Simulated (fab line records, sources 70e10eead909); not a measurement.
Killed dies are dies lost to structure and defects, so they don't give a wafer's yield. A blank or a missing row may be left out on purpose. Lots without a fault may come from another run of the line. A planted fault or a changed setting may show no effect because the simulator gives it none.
fab line records | flow nand_harc
record lots=22 wafers=66 last_day=24
route steps=1159 shown A_STAIRCASE@552
lots that met no fault: from a run of the same line without faults
start_h: hours from the record's first day to the start of the lot's first wafer shown | wait_h: hours since the lot's step before | " the same as in the row above | L1.1+2: a row that stands for several wafers | - no value, or no start given | * or withheld: withheld | < > ~ a bound
route shown NAME@n: a module of which the file shows steps, and the number in the route of the first | usual: mean/standard deviation of fault-free wafers | same: alike in all rows | chamber/n: place in a boat | sites: the reading at each site | _std_site: their standard deviation | _edge_site: outer sites' mean less inner sites' | radius_mm: how far each site lies from the wafer's centre | mask NAME#n: copy n | behind: the tool/chamber that last shaped the wafer | hold: why the lot was held/for how many hours/how that ended | device: the transistor (n, p or np) that didn't switch | end of line: the same wafers' tests at the end of the route | a step without rows: its recipe alone | killed: dies lost to structure and defects at the first sort, not the wafer's yield | map: a wafer's dies, x killed, . not, _ none there
set.NAME: the setting as run; set.NAME@STEP: as run at that earlier step | model.NAME: the simulator's own value behind a step, which no gauge read
steps of the route over a sample of lots; a table a step, a row a wafer
services: from which hour (start_h, from the record's first day; less than 0 if before it) a tool's chamber was out of use, for how many hours, and why
## steps
# step NHARC_A_STAIRCASE_TRIM_16
# recipe time_s=211.2 o2_flow_sccm=500 ar_flow_sccm=0 bias_w=0 chemistry=O2
# usual chamber_pressure_mTorr=60.00/0.053 drypump_motor_current_A=6.0/0.36 oes_product_au=1.006/0.012 rf_vpp_V=57.9/0.91 showerhead_plenum_p_Torr=3.57/0.13 throttle_valve_pct=17.037/0.01
# columns lot.wafer tool chamber start_h wait_h chamber_pressure_mTorr drypump_motor_current_A oes_product_au rf_hours_counter_h rf_vpp_V showerhead_plenum_p_Torr throttle_valve_pct
L074.3 rie_diel-11 3 - - 60.09 5.9 0.991 16 58.1 3.53 17.032
L074.1 " 1 " " 60.03 6.3 1.016 15 59.2 3.68 17.025
L074.5 " 0 " " 59.99 5.4 1.019 - 55.8 3.33 17.053
L077.3 rie_diel-11 0 - - 60.03 5.4 1.019 20 56.7 3.33 17.034
L077.4 " 2 " " 60.02 6.5 1.011 20 57.5 3.64 17.041
L077.6 " 1 " " 60.02 6.4 1.011 - 59.4 3.68 17.033
L079.2 rie_diel-11 0 - - 60.08 5.4 1.016 22 57.1 3.32 17.038
L079.3 " 2 " " 60.00 6.5 1.009 22 58.4 3.64 17.011
L079.6 " 0 " " 60.06 5.4 1.011 - 57.7 3.32 17.029
L078.3 rie_diel-11 0 - - 59.96 5.4 1.016 22 57.7 3.32 17.049
L078.2 " 3 " " 60.01 5.9 0.988 23 56.5 3.52 17.048
L078.6 " 0 " " 59.93 5.4 1.022 - 57.5 3.32 17.043
L080.3 rie_diel-07 3 - - 60.04 5.8 0.986 13 58.1 3.59 17.025
L080.1 " 2 " " 60.02 5.9 1.021 12 58.2 3.54 17.051
L080.5 " 3 " " 60.00 5.8 0.989 - 58.5 3.59 17.030
L081.3 rie_diel-11 3 - - 59.93 5.9 0.982 30 58.9 3.52 17.046
L081.4 " 0 " " 59.91 5.4 1.009 29 57.1 3.32 17.024
L081.2 " 1 " " 60.05 6.3 1.008 28 58.5 3.67 17.033
L082.3 rie_diel-11 2 - - 59.99 6.5 1.004 33 57.0 3.63 17.040
L082.2 " 0 " " 59.95 5.4 1.013 34 56.1 3.32 17.025
L082.5 " 2 " " 60.05 6.5 1.015 - 57.6 3.63 17.035
L083.1 rie_diel-11 0 - - 59.84 5.4 1.011 40 57.0 3.31 17.026
L083.6 " 0 " " 60.04 5.4 0.999 - 56.9 3.31 17.015
L083.5 " 1 " " 60.01 6.3 1.018 - 58.1 3.67 17.056
L086.3 rie_diel-07 2 - - 60.01 5.9 1.026 19 58.7 3.54 17.029
L086.5 " 1 " " 60.09 6.0 0.998 - 58.7 3.54 17.035
L086.6 " 2 " " 59.95 5.9 1.032 - 59.5 3.54 17.053
L084.3 rie_diel-13 1 - - 59.89 5.6 0.995 8 59.2 3.69 17.023
L084.2 " 2 " " 60.03 6.0 1.014 7 58.2 3.70 17.045
L084.5 " 1 " " 59.97 5.6 0.993 - 58.0 3.69 17.034
L088.1 rie_diel-13 3 - - 60.02 5.6 0.987 8 58.4 3.70 17.036
L088.5 " 0 " " 59.93 5.7 1.001 - 57.2 3.76 17.045
L088.6 " 1 " " 60.02 5.6 0.984 - 57.8 3.69 17.026
L085.4 rie_diel-11 1 - - 59.94 6.3 1.019 44 57.6 3.66 17.052
L085.3 " 2 " " 60.05 6.5 1.013 43 58.0 3.63 17.030
L085.1 " 0 " " 60.11 5.4 1.022 45 55.0 3.31 17.024
L087.1 rie_diel-11 3 - - 60.00 5.9 0.994 45 56.2 3.51 17.027
L087.2 " 0 " " 59.99 5.4 1.020 47 55.5 3.31 17.035
L087.6 " 1 " " 59.94 6.3 1.018 - 56.9 3.66 17.043
L089.2 rie_diel-11 0 - - 60.02 5.4 1.021 51 57.5 3.31 17.025
L089.5 " 1 " " 60.03 6.3 1.017 - 57.7 3.66 17.040
L089.6 " 2 " " 60.01 6.5 1.005 - 58.2 3.62 17.025
L090.1 rie_diel-11 2 - - 59.99 6.5 1.002 49 57.8 3.62 17.048
L090.2 " 1 " " 59.96 6.3 1.007 50 58.5 3.66 17.028
L090.6 " 3 " " 60.04 5.9 0.996 - 57.9 3.51 17.030
L091.3 rie_diel-07 0 - - 59.97 6.4 0.994 35 57.0 3.47 17.043
L091.4 " 2 " " 59.94 5.9 1.027 30 57.5 3.53 17.040
L091.1 " 3 " " 60.01 5.8 0.995 35 57.6 3.58 17.023
L093.3 rie_diel-11 3 - - 59.98 6.0 0.985 52 57.0 3.51 17.046
L093.4 " 1 " " 59.87 6.4 1.012 54 57.7 3.66 17.037
L093.5 " 2 " " 60.11 6.4 1.018 - 58.7 3.62 17.032
L092.4 rie_diel-13 1 - - 60.01 5.6 1.007 20 57.7 3.69 17.048
L092.2 " 2 " " 60.03 6.0 1.023 18 59.1 3.70 17.041
L092.5 " 2 " " 59.98 6.0 1.019 - 57.4 3.70 17.022
L095.3 rie_diel-07 3 - - 59.99 5.8 1.009 41 59.3 3.58 17.062
L095.2 " 2 " " 60.08 5.9 1.027 36 56.4 3.53 17.050
L095.5 " 3 " " 59.94 5.8 1.003 - 58.4 3.58 17.027
L096.1 rie_diel-13 0 - - 59.95 5.7 1.006 31 56.8 3.75 17.054
L096.3 " 1 " " 60.05 5.6 0.990 29 57.4 3.68 17.032
L096.4 " 2 " " 60.03 6.0 1.014 26 59.0 3.69 17.037
L094.1 rie_diel-07 2 - - 60.05 5.9 1.036 38 58.2 3.53 17.030
L094.5 " 2 " " 60.06 5.9 1.016 - 57.0 3.53 17.024
L094.4 " 0 " " 59.97 6.3 0.999 - 58.5 3.47 17.040
L097.2 rie_diel-13 0 - - 60.01 5.7 1.012 35 58.8 3.75 17.036
L097.3 " 3 " " 59.92 5.6 0.995 31 57.6 3.69 17.035
L097.6 " 1 " " 60.08 5.6 0.997 - 59.4 3.68 17.039
# step NHARC_A_STAIRCASE_ETCH_201
# recipe target_depth_a=1000 time_s=40.5 ion_energy_ev=400 c4f8_flow_sccm=20 o2_flow_sccm=10 ar_flow_sccm=withheld rf_w=600 bias_w=1000 chemistry=C4F8/O2
# usual chamber_pressure_mTorr=24.999/0.024 oes_product_au=0.946/0.013 rf_vpp_V=897/4.1
# columns lot.wafer tool chamber start_h wait_h chamber_pressure_mTorr oes_product_au rf_hours_counter_h rf_vpp_V
L074.3 rie_diel-11 2 - - 24.998 0.947 17 900
L074.1 " 0 " " 25.025 0.956 17 890
L074.5 " 1 " " 25.018 0.956 - 901
L077.4 rie_diel-07 1 - - 24.970 0.948 5 896
L077.3 " 2 " " 24.967 0.947 5 897
L077.6 " 1 " " 25.006 0.946 - 897
L079.3 rie_diel-11 0 - - 25.024 0.937 25 889
L079.2 " 2 " " 24.960 0.955 25 900
L079.6 " 0 " " 25.009 0.945 - 889
L078.3 rie_diel-13 2 - - 25.020 0.945 54 903
L078.2 " 0 " " 25.009 0.927 61 904
L078.6 " 2 " " 25.001 0.937 - 901
L080.3 rie_diel-11 2 - - 24.985 0.952 31 901
L080.1 " 1 " " 25.029 0.969 30 899
L080.5 " 3 " " 25.012 0.936 - 895
L081.2 rie_diel-07 1 - - 25.018 0.939 14 896
L081.3 " 3 " " 25.011 0.932 16 897
L081.4 " 0 " " 24.952 0.937 - 895
L082.3 rie_diel-11 1 - - 24.989 0.958 35 899
L082.2 " 3 " " 24.979 0.935 35 896
L082.5 " 0 " " 25.004 0.950 - 889
L083.1 rie_diel-07 1 - - 24.985 0.931 23 897
L083.5 " 0 " " 25.018 0.944 - 894
L083.6 " 1 " " 25.031 0.929 - 897
L086.3 rie_diel-07 1 - - 24.999 0.917 26 896
L086.6 " 1 " " 24.977 0.929 - 897
L086.5 " 2 " " 25.001 0.966 - 895
L084.2 rie_diel-11 0 - - 25.023 0.959 46 887
L084.3 " 3 " " 25.021 0.934 44 896
L084.5 " 1 " " 24.960 0.954 - 901
L088.1 rie_diel-11 3 - - 25.017 0.936 45 895
L088.5 " 2 " " 24.981 0.945 - 899
L088.6 " 3 " " 24.994 0.936 - 894
L085.3 rie_diel-07 0 - - 25.003 0.944 29 896
L085.1 " 2 " " 25.027 0.975 26 896
L085.4 " 3 " " 25.001 0.959 30 897
L087.1 rie_diel-13 1 - - 24.989 0.935 15 903
L087.2 " 2 " " 24.984 0.961 13 901
L087.6 " 0 " " 24.962 0.924 - 902
L090.2 rie_diel-11 2 - - 24.984 0.948 51 898
L090.1 " 3 " " 25.005 0.933 51 894
L090.6 " 1 " " 24.980 0.941 - 901
L089.2 rie_diel-07 2 - - 25.025 0.945 30 895
L089.5 " 2 " " 24.981 0.954 - 896
L089.6 " 3 " " 25.003 0.920 - 896
L093.4 rie_diel-13 1 - - 24.988 0.946 21 902
L093.3 " 3 " " 24.999 0.941 20 901
L093.5 " 0 " " 25.002 0.961 - 904
L091.3 rie_diel-07 1 - - 25.031 0.954 39 897
L091.1 " 3 " " 24.969 0.945 37 899
L091.4 " 0 " " 24.981 0.944 37 895
L092.2 rie_diel-13 1 - - 25.013 0.934 23 902
L092.4 " 3 " " 25.024 0.953 22 903
L092.5 " 1 " " 24.965 0.944 - 901
L095.3 rie_diel-13 0 - - 25.003 0.940 32 904
L095.2 " 3 " " 25.053 0.937 28 900
L095.5 " 1 " " 24.999 0.938 - 901
L096.1 rie_diel-07 0 - - 24.975 0.941 43 894
L096.3 " 2 " " 24.975 0.962 38 896
L096.4 " 0 " " 24.987 0.947 - 894
L094.1 rie_diel-07 1 - - 24.961 0.938 47 897
L094.4 " 2 " " 25.025 0.975 41 895
L094.5 " 1 " " 24.990 0.960 - 896
L097.2 rie_diel-07 3 - - 24.998 0.945 44 898
L097.3 " 0 " " 25.021 0.949 48 893
L097.6 " 3 " " 24.996 0.944 - 898
# step NHARC_A_STAIRCASE_ETCH_203
# recipe target_depth_a=1000 time_s=40.5 ion_energy_ev=400 c4f8_flow_sccm=20 o2_flow_sccm=10 ar_flow_sccm=withheld rf_w=600 bias_w=1000 chemistry=C4F8/O2
# usual chamber_pressure_mTorr=25.002/0.024 oes_product_au=0.944/0.012 rf_vpp_V=897/4.3
# columns lot.wafer tool chamber start_h wait_h chamber_pressure_mTorr oes_product_au rf_hours_counter_h rf_vpp_V
L074.1 rie_diel-11 1 - - 24.968 0.942 17 902
L074.3 " 2 " " 25.008 0.961 17 901
L074.5 " 1 " " 24.990 0.951 - 902
L077.4 rie_diel-07 3 - - 24.991 0.943 7 899
L077.3 " 1 " " 25.006 0.958 5 898
L077.6 " 2 " " 25.006 0.959 - 895
L079.2 rie_diel-11 1 - - 24.985 0.939 25 899
L079.3 " 3 " " 25.017 0.935 26 895
L079.6 " 1 " " 24.996 0.940 - 901
L078.3 rie_diel-13 3 - - 25.014 0.942 53 902
L078.2 " 0 " " 24.983 0.925 61 904
L078.6 " 2 " " 24.985 0.938 - 904
L080.1 rie_diel-11 0 - - 25.017 0.954 31 888
L080.3 " 1 " " 25.029 0.944 30 902
L080.5 " 3 " " 24.993 0.931 - 895
L081.3 rie_diel-07 3 - - 25.006 0.930 16 897
L081.2 " 0 " " 24.987 0.939 15 894
L081.4 " 1 " " 25.047 0.937 - 896
L082.3 rie_diel-11 2 - - 24.966 0.945 36 901
L082.2 " 0 " " 25.005 0.954 36 888
L082.5 " 1 " " 25.022 0.955 - 901
L083.1 rie_diel-07 0 - - 24.980 0.942 23 894
L083.6 " 1 " " 25.008 0.932 - 897
L083.5 " 2 " " 24.961 0.961 - 896
L086.3 rie_diel-07 1 - - 24.997 0.928 26 898
L086.5 " 1 " " 25.027 0.937 - 896
L086.6 " 2 " " 25.044 0.956 - 897
L084.2 rie_diel-11 2 - - 25.019 0.960 45 899
L084.3 " 1 " " 25.017 0.960 45 901
L084.5 " 2 " " 25.003 0.951 - 900
L088.1 rie_diel-11 2 - - 24.975 0.944 45 900
L088.6 " 3 " " 24.984 0.939 - 894
L088.5 " 0 " " 25.036 0.950 - 887
L085.1 rie_diel-07 0 - - 25.001 0.929 29 894
L085.3 " 1 " " 25.036 0.932 32 896
L085.4 " 3 " " 24.999 0.919 30 899
L087.2 rie_diel-13 1 - - 24.979 0.935 15 901
L087.1 " 2 " " 24.988 0.947 14 902
L087.6 " 2 " " 25.018 0.951 - 901
L090.1 rie_diel-11 0 - - 25.008 0.949 54 887
L090.2 " 3 " " 24.977 0.916 51 894
L090.6 " 0 " " 24.995 0.946 - 888
L089.2 rie_diel-07 1 - - 24.985 0.929 36 896
L089.5 " 1 " " 24.994 0.926 - 896
L089.6 " 2 " " 25.026 0.952 - 896
L093.3 rie_diel-13 2 - - 25.046 0.947 19 901
L093.4 " 3 " " 24.971 0.931 20 902
L093.5 " 1 " " 24.946 0.943 - 902
L091.4 rie_diel-07 3 - - 24.983 0.934 37 899
L091.3 " 0 " " 24.998 0.954 37 893
L091.1 " 2 " " 24.974 0.961 33 895
L092.2 rie_diel-13 3 - - 24.973 0.938 22 903
L092.4 " 1 " " 24.954 0.938 23 901
L092.5 " 3 " " 24.976 0.938 - 901
L095.2 rie_diel-13 0 - - 25.048 0.960 32 904
L095.3 " 2 " " 25.010 0.961 27 901
L095.5 " 0 " " 24.979 0.952 - 903
L096.3 rie_diel-07 0 - - 25.007 0.935 44 895
L096.1 " 1 " " 24.952 0.930 44 895
L096.4 " 0 " " 25.034 0.926 - 894
L094.1 rie_diel-07 3 - - 25.027 0.951 43 897
L094.4 " 0 " " 25.000 0.927 47 893
L094.5 " 1 " " 25.025 0.930 - 896
L097.3 rie_diel-07 3 - - 24.953 0.934 44 898
L097.2 " 1 " " 25.038 0.951 48 897
L097.6 " 0 " " 24.995 0.946 - 893
# step NHARC_A_STAIRCASE_TRIM_224
# recipe time_s=211.2 o2_flow_sccm=500 ar_flow_sccm=0 bias_w=0 chemistry=O2
# usual chamber_pressure_mTorr=60.00/0.055 drypump_motor_current_A=5.9/0.35 oes_product_au=1.006/0.013 rf_vpp_V=57.9/0.8 showerhead_plenum_p_Torr=3.58/0.13 throttle_valve_pct=17.036/0.0076
# columns lot.wafer tool chamber start_h wait_h chamber_pressure_mTorr drypump_motor_current_A oes_product_au rf_hours_counter_h rf_vpp_V showerhead_plenum_p_Torr throttle_valve_pct
L074.3 rie_diel-11 3 - - 60.02 5.9 0.988 19 58.3 3.52 17.040
L074.1 " 0 " " 59.96 5.4 1.020 18 56.5 3.33 17.037
L074.5 " 0 " " 59.99 5.4 1.016 - 58.3 3.33 17.042
L077.3 rie_diel-13 0 - - 60.01 5.7 0.982 59 58.0 3.77 17.040
L077.4 " 2 " " 59.96 6.0 1.009 52 58.1 3.71 17.041
L077.6 " 0 " " 59.96 5.7 0.985 - 56.6 3.77 17.026
L079.3 rie_diel-11 0 - - 60.04 5.4 1.013 26 57.7 3.32 17.038
L079.2 " 2 " " 60.03 6.5 1.014 26 59.7 3.64 17.035
L079.6 " 1 " " 59.97 6.3 1.017 - 58.0 3.67 17.024
L078.2 rie_diel-13 2 - - 59.94 6.0 1.012 54 57.6 3.71 17.044
L078.3 " 1 " " 60.01 5.6 0.995 59 59.5 3.70 17.034
L078.6 " 2 " " 59.92 6.0 1.012 - 57.2 3.71 17.041
L080.3 rie_diel-11 0 - - 60.10 5.4 1.013 32 58.0 3.32 17.033
L080.1 " 1 " " 59.92 6.3 1.019 31 58.4 3.67 17.033
L080.5 " 3 " " 59.96 5.9 0.996 - 57.2 3.52 17.047
L081.3 rie_diel-11 3 - - 59.89 6.0 0.982 33 58.4 3.52 17.033
L081.4 " 0 " " 59.87 5.4 1.017 32 56.7 3.32 17.029
L081.2 " 1 " " 60.09 6.3 1.009 31 57.1 3.67 17.028
L082.3 rie_diel-11 3 - - 60.02 5.9 0.993 36 57.4 3.51 17.042
L082.2 " 0 " " 60.07 5.4 1.017 37 57.4 3.32 17.039
L082.5 " 3 " " 60.09 5.9 0.982 - 58.9 3.51 17.035
L083.1 rie_diel-07 2 - - 60.04 5.9 1.028 18 57.4 3.54 17.039
L083.6 " 0 " " 59.98 6.3 0.992 - 58.1 3.48 17.031
L083.5 " 1 " " 60.06 6.1 0.992 - 59.2 3.54 17.038
L086.3 rie_diel-11 2 - - 60.03 6.5 1.009 47 57.5 3.62 17.034
L086.6 " 1 " " 60.04 6.4 1.012 - 57.6 3.66 17.043
L086.5 " 2 " " 59.99 6.4 1.000 - 59.4 3.62 17.049
L084.3 rie_diel-11 3 - - 59.98 5.9 0.987 47 57.6 3.51 17.031
L084.2 " 2 " " 60.08 6.5 1.003 47 57.6 3.62 17.038
L084.5 " 3 " " 60.00 6.0 0.990 - 56.9 3.51 17.032
L088.1 rie_diel-11 3 - - 60.02 5.9 1.001 47 59.0 3.51 17.032
L088.6 " 2 " " 60.09 6.5 1.013 - 58.8 3.62 17.035
L088.5 " 3 " " 60.00 5.9 0.993 - 56.8 3.51 17.041
L085.1 rie_diel-07 3 - - 59.98 5.8 1.003 31 57.9 3.59 17.035
L085.3 " 1 " " 60.00 6.1 1.001 32 57.8 3.53 17.033
L085.4 " 2 " " 60.05 5.9 1.025 27 57.4 3.53 17.025
L087.2 rie_diel-13 1 - - 59.95 5.6 0.988 18 58.5 3.69 17.040
L087.1 " 3 " " 60.04 5.6 0.996 17 57.9 3.70 17.030
L087.6 " 0 " " 60.06 5.6 1.003 - 59.0 3.76 17.019
L090.1 rie_diel-13 3 - - 59.93 5.6 0.995 19 57.3 3.70 17.029
L090.2 " 2 " " 60.01 6.0 1.025 17 57.3 3.70 17.041
L090.6 " 3 " " 60.00 5.6 0.985 - 58.3 3.70 17.041
L089.2 rie_diel-11 3 - - 59.94 5.9 0.982 53 58.7 3.51 17.026
L089.6 " 1 " " 60.06 6.3 1.015 - 58.5 3.66 17.031
L089.5 " 2 " " 60.04 6.5 1.020 - 58.3 3.62 17.039
L093.4 rie_diel-11 1 - - 60.03 6.4 1.026 56 57.3 3.66 17.032
L093.3 " 0 " " 59.96 5.4 1.033 58 56.9 3.31 17.032
L093.5 " 1 " " 60.02 6.4 1.026 - 58.3 3.65 17.027
L091.4 rie_diel-11 0 - - 59.95 5.4 1.032 60 58.1 3.30 17.034
L091.3 " 1 " " 59.99 6.3 1.007 58 56.9 3.65 17.035
L091.1 " 2 " " 59.95 6.5 1.018 57 58.7 3.62 17.030
L092.2 rie_diel-13 2 - - 60.10 6.0 1.026 22 57.6 3.69 17.044
L092.4 " 3 " " 59.99 5.6 0.992 23 58.1 3.70 17.045
L092.5 " 1 " " 59.92 5.6 0.998 - 57.7 3.68 17.028
L095.2 rie_diel-13 1 - - 59.99 5.7 0.991 31 57.8 3.68 17.036
L095.3 " 0 " " 60.01 5.6 0.990 32 57.8 3.75 17.030
L095.5 " 1 " " 60.04 5.6 0.993 - 58.2 3.68 17.040
L096.3 rie_diel-07 0 - - 60.11 6.3 1.009 45 58.5 3.47 17.035
L096.1 " 1 " " 59.98 6.1 0.983 45 59.0 3.53 17.034
L096.4 " 1 " " 60.03 6.0 1.004 - 56.2 3.53 17.046
L094.4 rie_diel-13 0 - - 60.08 5.6 0.996 36 58.7 3.75 17.038
L094.1 " 3 " " 59.95 5.6 1.004 32 57.2 3.69 17.037
L094.5 " 1 " " 59.90 5.6 1.007 - 57.8 3.68 17.051
L097.3 rie_diel-07 3 - - 59.98 5.8 0.993 46 58.8 3.58 17.041
L097.2 " 0 " " 60.00 6.3 1.013 49 57.0 3.47 17.018
L097.6 " 1 " " 59.98 6.0 1.006 - 56.5 3.52 17.036
# step NHARC_A_STAIRCASE_ETCH_232
# recipe target_depth_a=1000 time_s=40.5 ion_energy_ev=400 c4f8_flow_sccm=20 o2_flow_sccm=10 ar_flow_sccm=withheld rf_w=600 bias_w=1000 chemistry=C4F8/O2
# usual chamber_pressure_mTorr=25.000/0.024 oes_product_au=0.949/0.015 rf_vpp_V=898/4.8
# columns lot.wafer tool chamber start_h wait_h chamber_pressure_mTorr oes_product_au rf_hours_counter_h rf_vpp_V
L074.1 rie_diel-07 3 - - 24.991 0.944 2 898
L074.3 " 1 " " 24.980 0.966 1 898
L074.5 " 0 " " 24.986 0.953 - 894
L077.3 rie_diel-11 2 - - 24.992 0.944 24 900
L077.4 " 0 " " 25.003 0.964 24 890
L077.6 " 1 " " 24.973 0.950 - 900
L079.3 rie_diel-11 1 - - 24.998 0.970 26 900
L079.2 " 2 " " 24.985 0.957 26 901
L079.6 " 3 " " 25.027 0.928 - 895
L078.3 rie_diel-07 1 - - 24.991 0.935 8 898
L078.2 " 2 " " 24.995 0.943 9 895
L078.6 " 3 " " 24.981 0.931 - 899
L080.1 rie_diel-11 3 - - 24.960 0.939 33 896
L080.3 " 0 " " 25.033 0.963 33 888
L080.5 " 3 " " 25.025 0.942 - 895
L081.3 rie_diel-11 2 - - 25.004 0.947 33 899
L081.2 " 3 " " 25.012 0.927 34 896
L081.4 " 1 " " 24.973 0.943 32 900
L082.3 rie_diel-13 1 - - 25.004 0.938 2 902
L082.2 " 2 " " 24.989 0.951 2 903
L082.5 " 1 " " 25.011 0.930 - 902
L083.1 rie_diel-11 1 - - 24.979 0.977 41 902
L083.6 " 1 " " 25.002 0.984 - 902
L083.5 " 2 " " 24.990 0.964 - 900
L084.2 rie_diel-13 1 - - 24.931 0.961 13 902
L084.3 " 2 " " 24.984 0.962 12 903
L084.5 " 1 " " 25.033 0.959 - 902
L086.3 rie_diel-11 3 - - 25.012 0.922 48 896
L086.6 " 0 " " 24.991 0.953 - 889
L086.5 " 1 " " 25.003 0.960 - 901
L088.1 rie_diel-11 2 - - 24.979 0.933 48 898
L088.5 " 0 " " 25.020 0.953 - 887
L088.6 " 1 " " 25.010 0.944 - 901
L085.3 rie_diel-07 2 - - 25.002 0.960 27 895
L085.1 " 3 " " 25.038 0.953 31 897
L085.4 " 0 " " 25.011 0.944 30 895
L087.1 rie_diel-13 3 - - 25.024 0.932 18 901
L087.2 " 0 " " 24.951 0.941 20 905
L087.6 " 2 " " 25.020 0.951 - 902
L090.2 rie_diel-13 0 - - 24.986 0.954 22 903
L090.1 " 2 " " 25.000 0.960 18 902
L090.6 " 3 " " 24.986 0.933 - 902
L089.2 rie_diel-11 2 - - 25.061 0.955 54 898
L089.6 " 3 " " 24.994 0.943 - 896
L089.5 " 0 " " 24.984 0.971 - 889
L093.3 rie_diel-11 1 - - 24.999 0.963 57 901
L093.4 " 2 " " 25.025 0.956 56 898
L093.5 " 0 " " 25.004 0.954 - 887
L091.1 rie_diel-13 0 - - 25.006 0.956 25 904
L091.4 " 1 " " 25.003 0.955 24 901
L091.3 " 2 " " 24.989 0.990 21 902
L092.4 rie_diel-13 1 - - 25.034 0.940 25 901
L092.2 " 3 " " 24.960 0.932 23 903
L092.5 " 2 " " 24.996 0.960 - 902
L095.3 rie_diel-13 0 - - 25.020 0.929 32 904
L095.2 " 2 " " 24.979 0.955 27 901
L095.5 " 0 " " 25.000 0.928 - 904
L096.4 rie_diel-13 2 - - 24.976 0.966 28 901
L096.1 " 3 " " 24.961 0.956 29 902
L096.3 " 0 " " 25.012 0.950 33 905
L094.1 rie_diel-11 0 - - 25.043 0.962 1 888
L094.4 " 2 " " 25.027 0.979 1 898
L094.5 " 0 " " 24.995 0.964 - 887
L097.3 rie_diel-07 2 - - 24.986 0.983 45 896
L097.2 " 1 " " 24.999 0.959 51 894
L097.6 " 3 " " 25.015 0.940 - 898
# step NHARC_A_STAIRCASE_STRIP_238
# recipe power_w=1500 temp_c=250 chemistry=O2
# usual drypump_motor_current_A=5.66/0.24 heater_power_w=318/21 temp_c=250.00/0.18
# columns lot.wafer tool chamber start_h wait_h drypump_motor_current_A heater_power_w rf_hours_counter_h temp_c
L074.1 plasma_asher-01 1 243.53 0.1 5.93 326 46 250.34
L074.3 " 1 " " 5.92 319 - 250.23
L074.5 " 0 " " 5.73 289 - 249.93
L077.4 plasma_asher-02 0 257.24 0.2 5.77 339 - 250.07
L077.3 " 1 " " 5.32 334 - 250.10
L077.6 " 1 " " 5.32 324 - 250.16
L079.2 plasma_asher-02 1 262.02 0.4 5.32 330 24 249.89
L079.3 " 1 " " 5.30 326 - 249.98
L079.6 " 0 " " 5.77 335 - 250.20
L078.2 plasma_asher-02 0 262.66 0.1 5.78 330 24 250.09
L078.3 " 1 " " 5.35 330 - 250.18
L078.6 " 1 " " 5.27 333 - 250.09
L080.1 plasma_asher-02 1 277.92 0.1 5.25 329 28 249.83
L080.3 " 1 " " 5.28 317 - 249.71
L080.5 " 0 " " 5.79 335 - 249.95
L081.2 plasma_asher-02 1 279.65 1.1 5.26 326 30 249.86
L081.3 " 1 " " 5.26 332 - 249.96
L081.4 " 0 " " 5.77 330 - 250.44
L082.2 plasma_asher-02 0 292.00 0.1 5.75 336 35 250.12
L082.3 " 0 " " 5.74 332 - 249.80
L082.5 " 1 " " 5.29 315 - 249.86
L083.1 plasma_asher-02 1 308.41 0.1 5.27 329 40 249.90
L083.5 " 1 " " 5.31 332 - 250.08
L083.6 " 0 " " 5.77 349 - 250.05
L084.2 plasma_asher-02 0 324.54 0.5 5.78 327 46 249.81
L084.3 " 0 " " 5.77 337 - 249.61
L084.5 " 0 " " 5.79 328 - 249.74
L086.3 plasma_asher-01 0 324.75 0.5 5.69 281 - 249.97
L086.5 " 1 " " 5.91 325 - 249.95
L086.6 " 0 " " 5.68 281 - 249.84
L088.1 plasma_asher-01 1 324.89 0.3 5.92 324 12 249.87
L088.5 " 1 " " 5.92 327 - 250.14
L088.6 " 0 " " 5.67 285 - 249.87
L085.1 plasma_asher-02 1 327.86 0.1 5.30 329 48 249.99
L085.4 " 0 " " 5.75 342 - 249.66
L085.3 " 1 " " 5.31 330 - 249.98
L087.1 plasma_asher-02 0 332.89 0.1 5.77 332 50 249.86
L087.2 " 1 " " 5.32 326 50 250.22
L087.6 " 1 " " 5.33 339 - 250.01
L090.2 plasma_asher-02 1 336.60 0.2 5.30 332 52 249.92
L090.1 " 0 " " 5.77 339 52 250.02
L090.6 " 1 " " 5.29 320 - 250.15
L089.2 plasma_asher-01 0 336.97 0.1 5.71 281 18 250.02
L089.6 " 1 " " 5.92 306 - 249.98
L089.5 " 0 " " 5.67 281 - 250.00
L093.4 plasma_asher-02 0 342.69 0.2 5.76 330 - 249.88
L093.3 " 1 " " 5.26 324 - 249.49
L093.5 " 0 " " 5.79 339 - 250.27
L091.1 plasma_asher-01 1 344.74 0.1 5.93 318 20 250.09
L091.4 " 0 " " 5.62 293 - 249.95
L091.3 " 1 " " 5.93 324 - 249.88
L092.2 plasma_asher-01 0 346.88 0.1 5.68 283 21 249.94
L092.4 " 0 " " 5.73 284 - 249.77
L092.5 " 0 " " 5.71 282 - 250.02
L095.2 plasma_asher-01 0 369.28 0.3 5.71 281 29 249.92
L095.3 " 1 " " 5.92 326 - 250.05
L095.5 " 0 " " 5.68 281 - 250.03
L096.1 plasma_asher-01 0 372.54 0.1 5.66 278 30 250.09
L096.3 " 0 " " 5.68 284 - 250.03
L096.4 " 1 " " 5.93 317 - 250.38
L094.1 plasma_asher-01 1 378.75 0.1 5.90 317 32 249.80
L094.4 " 1 " " 5.92 327 - 249.84
L094.5 " 1 " " 5.92 321 - 250.05
L097.2 plasma_asher-02 1 382.82 0.1 5.30 315 5 249.95
L097.3 " 1 " " 5.26 330 - 249.70
L097.6 " 1 " " 5.27 324 - 249.79
## services
# columns tool chamber start_h hours kind
rie_diel-11 0 223.20 - clean
rie_diel-11 1 223.20 - clean
rie_diel-11 2 223.20 - clean
rie_diel-11 3 223.20 - clean
rie_diel-07 - 228.27 9.0 pm
rie_diel-11 0 247.75 - clean
rie_diel-11 1 247.75 - clean
rie_diel-11 2 247.75 - clean
rie_diel-11 3 247.75 - clean
rie_diel-07 2 268.97 15.6 repair
rie_diel-11 0 272.31 - clean
rie_diel-11 1 272.31 - clean
rie_diel-11 2 272.31 - clean
rie_diel-11 3 272.31 - clean
plasma_asher-01 - 276.00 9.0 pm
rie_diel-13 - 276.32 9.0 pm
rie_diel-11 3 279.07 6.1 repair
rie_diel-11 0 297.30 - clean
rie_diel-11 1 297.30 - clean
rie_diel-11 2 297.30 - clean
rie_diel-13 - 315.34 0.5 repair
plasma_asher-02 - 360.20 9.0 pm
rie_diel-11 - 366.68 9.0 pm
rie_diel-13 - 377.73 0.4 repair
## key
fault none
